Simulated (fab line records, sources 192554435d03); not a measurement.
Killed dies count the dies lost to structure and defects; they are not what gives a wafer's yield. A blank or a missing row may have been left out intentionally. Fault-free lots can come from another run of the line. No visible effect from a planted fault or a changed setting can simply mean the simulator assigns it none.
Matching of chambers | flow n5_finfet | N5_BEOL_M9_PECVD_70 on pecvd-02: 3 sister chambers
The step deposits SiO2 from TEOS/O2, target thk 20 nm, time 22.7 s. 6 wafers are shown with their chamber, then 10 later ones without.

== WAFERS PAIRED WITH THEIR CHAMBERS ==
wafer  | chamber | throttle_valve_pct (%) | showerhead_plenum_p_Torr (Torr)
L088.2 | 2       | 20.4                   | 8.84
L088.4 | 2       | 20.9                   | 8.85
L091.1 | 0       | 22.1                   | 8.85
L091.3 | 1       | 22.3                   | 8.75
L091.4 | 0       | 22.2                   | 8.86
L091.5 | 1       | 22.2                   | 8.73

== WAFERS MISSING THEIR CHAMBER ==
wafer  | throttle_valve_pct (%) | showerhead_plenum_p_Torr (Torr)
L091.6 | 22.1                   | 8.85
L090.1 | 22.3                   | 8.75
L090.2 | 22.1                   | 8.86
L090.3 | 22.3                   | 8.72
L090.4 | 21.9                   | 8.86
L090.5 | 22.1                   | 8.74
L090.6 | 22.1                   | 8.84
L093.1 | 21.9                   | 8.87
L093.4 | 21.8                   | 8.86
L093.5 | 21.9                   | 8.88

== WHICH CHAMBER EACH WENT THROUGH ==
wafer  | from the rows above | in truth
L091.6 | 0                   | 0
L090.1 | 1                   | 1
L090.2 | 0                   | 0
L090.3 | 1                   | 1
L090.4 | 0                   | 0
L090.5 | 1                   | 1
L090.6 | 0                   | 0
L093.1 | 0                   | 0
L093.4 | 0                   | 0
L093.5 | 0                   | 0
Correct placement for 10 of the 10. From these rows, 0 cannot be placed. Number placed wrongly: 0.
How it was worked out, from the rows above alone: a wafer's distance from a chamber is the root of the sum, over the readings, of the square of ((its reading less the chamber's mean) divided by the reading's scatter). If the next closest chamber is less than 2 further off than the closest, the wafer can't be placed; otherwise it belongs to the closest. A chamber's mean is the mean of its shown wafers. The scatter: take each reading less its chamber's mean, square it, sum over the shown wafers, divide by the number of wafers less the number of chambers, and take the root.
